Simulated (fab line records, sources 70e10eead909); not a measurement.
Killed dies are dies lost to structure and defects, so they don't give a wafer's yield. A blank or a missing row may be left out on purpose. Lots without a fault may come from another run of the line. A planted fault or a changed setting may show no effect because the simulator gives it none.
Chamber matching | flow nand_harc | NHARC_P_M2_DEP_33 on pecvd-02: 3 sister chambers
The step deposits SiCN, target thk 30 nm. 24 wafers are shown with their chamber, then 12 later ones without.

WAFERS WITH THEIR CHAMBER
wafer  | chamber | heater_power_outer_w (W) | heater_power_w (W) | chamber_pressure_Torr (Torr)
L074.1 | 1       | 339                      | 543                | 3.004
L074.4 | 1       | 250                      | 429                | 3.006
L074.6 | 0       | 290                      | 504                | 3.008
L077.2 | 1       | 327                      | 536                | 3.004
L077.3 | 2       | 402                      | 631                | 2.994
L077.4 | 2       | 393                      | 632                | 2.997
L079.3 | 0       | 321                      | 547                | 2.994
L079.4 | 0       | 325                      | 562                | 3.000
L079.5 | 2       | 426                      | 673                | 3.003
L080.1 | 1       | 331                      | 545                | 2.990
L080.5 | 2       | 382                      | 619                | 2.997
L080.6 | 0       | 367                      | 608                | 3.005
L082.3 | 1       | 299                      | 499                | 3.006
L082.4 | 2       | 402                      | 635                | 3.005
L082.6 | 1       | 293                      | 487                | 3.013
L086.1 | 1       | 277                      | 453                | 2.989
L086.3 | 2       | 391                      | 629                | 3.005
L086.4 | 2       | 397                      | 653                | 2.999
L090.1 | 1       | 309                      | 509                | 3.005
L090.3 | 2       | 386                      | 619                | 3.003
L090.5 | 2       | 399                      | 626                | 2.998
L092.1 | 1       | 291                      | 480                | 2.999
L092.2 | 0       | 333                      | 581                | 2.989
L092.3 | 2       | 405                      | 639                | 3.004

SIGNATURES (means of the wafers above)
reading               | chamber 0 | chamber 1 | chamber 2 | scatter within a chamber
heater_power_outer_w  | 327.20    | 301.78    | 398.30    | 22.7
heater_power_w        | 560.40    | 497.89    | 635.60    | 32
chamber_pressure_Torr | 2.99920   | 3.00178   | 3.00050   | 0.00645
Rule: a wafer's distance from a chamber is the root of the sum, over the readings, of the square of ((its reading less the chamber's mean) divided by the reading's scatter). The wafer belongs to the nearest chamber; if the next one is less than 2 further off, it can't be placed. The scatter: the root of (the sum of the squares of (reading less its chamber's mean) over the shown wafers, divided by (wafers less chambers)).

WAFERS WITHOUT THEIR CHAMBER
wafer  | heater_power_outer_w (W) | heater_power_w (W) | chamber_pressure_Torr (Torr)
L093.1 | 251                      | 406                | 3.010
L093.4 | 397                      | 650                | 3.006
L093.5 | 364                      | 617                | 2.989
L095.1 | 371                      | 618                | 2.999
L095.3 | 247                      | 422                | 3.000
L095.5 | 251                      | 424                | 3.000
L096.3 | 382                      | 612                | 3.009
L096.4 | 289                      | 519                | 3.004
L096.5 | 376                      | 633                | 3.002
L097.1 | 384                      | 607                | 3.008
L097.4 | 306                      | 491                | 2.991
L097.5 | 322                      | 552                | 2.991

WHICH CHAMBER EACH WENT THROUGH
wafer  | from the rows above     | in truth
L093.1 | 1                       | 1
L093.4 | 2                       | 2
L093.5 | can't be placed: 2 or 0 | 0
L095.1 | can't be placed: 2 or 0 | 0
L095.3 | 1                       | 1
L095.5 | 1                       | 1
L096.3 | can't be placed: 2 or 0 | 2
L096.4 | can't be placed: 1 or 0 | 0
L096.5 | 2                       | 2
L097.1 | can't be placed: 2 or 0 | 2
L097.4 | can't be placed: 1 or 0 | 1
L097.5 | can't be placed: 0 or 1 | 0
Placed correctly: 5 of 12. Can't be placed from these rows: 7 (the true chamber is among the candidates in 7). Placed wrongly: 0.
